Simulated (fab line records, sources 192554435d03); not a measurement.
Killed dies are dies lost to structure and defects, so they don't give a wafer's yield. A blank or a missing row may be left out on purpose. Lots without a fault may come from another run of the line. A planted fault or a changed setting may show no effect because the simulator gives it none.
Split-lot experiment | flow n5_finfet | 7 lots, 21 wafers read, on a route of 1938 steps

THE SPLIT
At N5_BEOL_M0_CUTY_EXPOSE_54 (exposes mask M0 ABLK), the setting dose_mj was moved away from the recipe's 36 on 6 of the 21 wafers read, by -5.9% to +7.3%. The other wafers ran this setting at the recipe's value.

FROM THE SPLIT TO THE READING: what the file shows between them, 2 steps
- N5_BEOL_M0_CUTY_PEB_55: peb time 60 s
- N5_BEOL_M0_CUTY_DEVELOP_56: develop time 30 s

THE READING
cd_nm, in nm, at N5_BEOL_M0_CUTY_CD_MEAS_57 (target cd 200 nm). Fault-free wafers of this fab line usually give 200.0 nm, standard deviation 0.79 nm.

wafer  | tool, chamber at the split | dose_mj as run | against the recipe | cd_nm, nm | against lot-mates on the recipe
L074.3 | arfi_scanner-02, 0         | 36             | recipe             | 201.5     | -
L074.4 | arfi_scanner-02, 0         | 36             | recipe             | 201.5     | -
L074.6 | arfi_scanner-02, 0         | 36             | recipe             | 200.6     | -
L078.1 | arfi_scanner-02, 0         | 38.62          | +7.3%              | 195.2     | -4.2
L078.3 | arfi_scanner-02, 0         | 36             | recipe             | 199.4     | -
L078.4 | arfi_scanner-02, 0         | 38.62          | +7.3%              | 195.2     | -4.2
L080.1 | arfi_scanner-02, 0         | 36             | recipe             | 199.4     | -
L080.3 | arfi_scanner-02, 0         | 37.62          | +4.5%              | 196.4     | -3.2
L080.5 | arfi_scanner-02, 0         | 36             | recipe             | 199.8     | -
L082.1 | arfi_scanner-03, 0         | 36             | recipe             | 199.4     | -
L082.3 | arfi_scanner-03, 0         | 36             | recipe             | 199.2     | -
L082.6 | arfi_scanner-03, 0         | 36             | recipe             | 200.5     | -
L086.1 | arfi_scanner-02, 0         | 36             | recipe             | 198.3     | -
L086.2 | arfi_scanner-02, 0         | 37.64          | +4.6%              | 196.8     | -2.3
L086.3 | arfi_scanner-02, 0         | 36             | recipe             | 200.0     | -
L090.3 | arfi_scanner-01, 0         | 36             | recipe             | 199.8     | -
L090.4 | arfi_scanner-01, 0         | 36             | recipe             | 200.1     | -
L090.6 | arfi_scanner-01, 0         | 36             | recipe             | 199.2     | -
L097.1 | arfi_scanner-03, 0         | 33.88          | -5.9%              | 204.1     | +4.4
L097.2 | arfi_scanner-03, 0         | 36             | recipe             | 199.7     | -
L097.3 | arfi_scanner-03, 0         | 33.88          | -5.9%              | 203.7     | +4.0

THE FIT
A straight line over all 21 wafers: cd_nm changes by -0.672 nm for each +1% of dose_mj; r = -0.95; the points scatter about the line by 0.75 nm.
The same after taking each lot's own level away (the mean of its wafers on the recipe; 21 wafers): -0.632 nm for each +1%; r = -0.97; scatter 0.49 nm.
On that fit, the largest move of dose_mj shifts the reading by 4.6 nm.
The lots' own levels span 199.15 to 201.20 nm, that is 2.6 times the standard deviation above.
So the lot-to-lot level changes the slope little: the two slopes agree.
Check: with one of the wafers moved furthest among these (+7.3%) left out of the fit, the line predicts -4.62 nm for it against its lot-mates. It came out at -4.2 nm against them.

OTHER SPLITS ON THESE WAFERS
These wafers also went through other splits before the reading. Each is held against what the fit with the lots' levels taken away leaves over:
other split on the same wafers          | wafers away from the commonest value | r with cd_nm (lot level and that fit taken away)
N5_HKMG_FIN_ETCH_58 bias_w              | 8                                    | +0.23
N5_GATE_CUT_ETCH_56 icp_w               | 10                                   | -0.41
N5_MOL_CONTACT_COAG_VIA_ETCH_46 bias_w  | 7                                    | -0.25
N5_MOL_CONTACT_COAG_COAT_62 spin_rpm    | 6                                    | +0.03
N5_MOL_CONTACT_COAG_EXPOSE_37 dose_mj   | 4                                    | -0.06
N5_MOL_CONTACT_COAG_ETCHBACK_134 time_s | 6                                    | +0.07
N5_BEOL_M0_SAQP_CUT_ETCH_46 time_s      | 6                                    | +0.19

THE FILE'S OWN FIT
cd_nm changes by -0.623 nm for each +1% of dose_mj, r = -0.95.
